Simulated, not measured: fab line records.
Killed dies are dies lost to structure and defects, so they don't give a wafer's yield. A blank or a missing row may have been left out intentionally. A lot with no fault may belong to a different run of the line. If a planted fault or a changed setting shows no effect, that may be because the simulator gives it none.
Chamber matching ; flow nand harc ; ald hk-01 running NHARC_A_CHANNEL_FILL_D1_ALD_25: 4 sister chambers
The step deposits SiOx, target thk 60 nm, pulse time 10 s, ald cycles 600. 4 wafers are shown with their chamber, then 10 later ones without.

## WAFERS, EACH WITH ITS CHAMBER
wafer;chamber;heater power w (W)
L085.5;2;499
L087.6;0;454
L090.2;1;493
L090.1;3;429

## WAFERS WHOSE CHAMBER IS MISSING
wafer;heater power w (W)
L090.5;478
L092.2;487
L092.5;490
L092.6;509
L094.1;450
L094.5;434
L094.6;473
L096.2;466
L096.5;464
L096.6;483

## EACH ONE'S CHAMBER
wafer;from the rows above;in truth
L090.5;can't be placed: 1 or 2 or 0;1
L092.2;can't be placed: 1 or 2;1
L092.5;can't be placed: 1 or 2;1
L092.6;can't be placed: 2 or 1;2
L094.1;can't be placed: 0 or 3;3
L094.5;can't be placed: 3 or 0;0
L094.6;can't be placed: 0 or 1 or 2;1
L096.2;can't be placed: 0 or 1 or 2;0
L096.5;can't be placed: 0 or 1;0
L096.6;can't be placed: 1 or 2 or 0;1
Correctly placed: 0 of 10. Cannot be placed on the basis of these rows: 10; the candidates contain the true chamber in 10. 0 placed wrongly.
How it was worked out, from the rows above alone: a wafer's distance from a chamber is the root of the sum, over the readings, of the square of ((its reading less the chamber's mean) divided by the reading's scatter). The wafer belongs to the nearest chamber; if the next one is less than 2 further off, it can't be placed. The mean given for a chamber averages the wafers shown for that chamber. The scatter: with one shown wafer a chamber, the root of the mean of the squares of how far each hidden wafer lies from its nearest shown one.
